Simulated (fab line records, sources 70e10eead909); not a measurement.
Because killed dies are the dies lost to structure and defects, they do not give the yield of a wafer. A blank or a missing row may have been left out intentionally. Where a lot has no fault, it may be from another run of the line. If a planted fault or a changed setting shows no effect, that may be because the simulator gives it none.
Chamber matching	flow nand harc	NHARC_A_CHANNEL_HOLE_D1_DEP_01 on pecvd-01: 3 sister chambers
The step deposits SiON, target thk 140 nm. 18 wafers are shown with their chamber, then 9 later ones without.

EACH WAFER AND ITS CHAMBER
wafer	chamber	heater power w (W)
L075.1	1	706
L075.2	0	890
L075.3	2	746
L081.2	0	1039
L081.3	1	679
L081.5	0	850
L082.1	1	764
L082.2	0	1046
L082.4	0	1040
L084.1	1	712
L084.2	2	750
L084.6	1	705
L086.1	0	1001
L086.3	2	733
L086.5	0	1010
L090.1	2	748
L090.3	0	880
L090.6	2	755

SIGNATURES (averages over the wafers above)
reading	chamber 0	chamber 1	chamber 2	scatter within a chamber
heater power w	969.50	713.20	746.40	58.3
Rule: distance of a wafer from a chamber = root of the sum over the readings of ((wafer's reading minus chamber's mean) / reading's scatter) squared. The wafer belongs to the nearest chamber; if the next one is less than 2 further off, it can't be placed. The scatter: take each reading less its chamber's mean, square it, sum over the shown wafers, divide by the number of wafers less the number of chambers, and take the root.

WAFERS WHOSE CHAMBER IS MISSING
wafer	heater power w (W)
L091.1	957
L091.3	777
L091.5	989
L091.2	722
L091.4	731
L091.6	780
L097.1	1062
L097.3	664
L097.6	739

WHICH CHAMBER EACH WENT THROUGH
wafer	from the rows above	in truth
L091.1	0	0
L091.3	can't be placed: 2 or 1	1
L091.5	0	0
L091.2	can't be placed: 1 or 2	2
L091.4	can't be placed: 2 or 1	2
L091.6	can't be placed: 2 or 1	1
L097.1	0	0
L097.3	can't be placed: 1 or 2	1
L097.6	can't be placed: 2 or 1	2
Correctly placed: 3 of 9. Cannot be placed on the basis of these rows: 6; the candidates contain the true chamber in 6. Wrongly placed: 0.
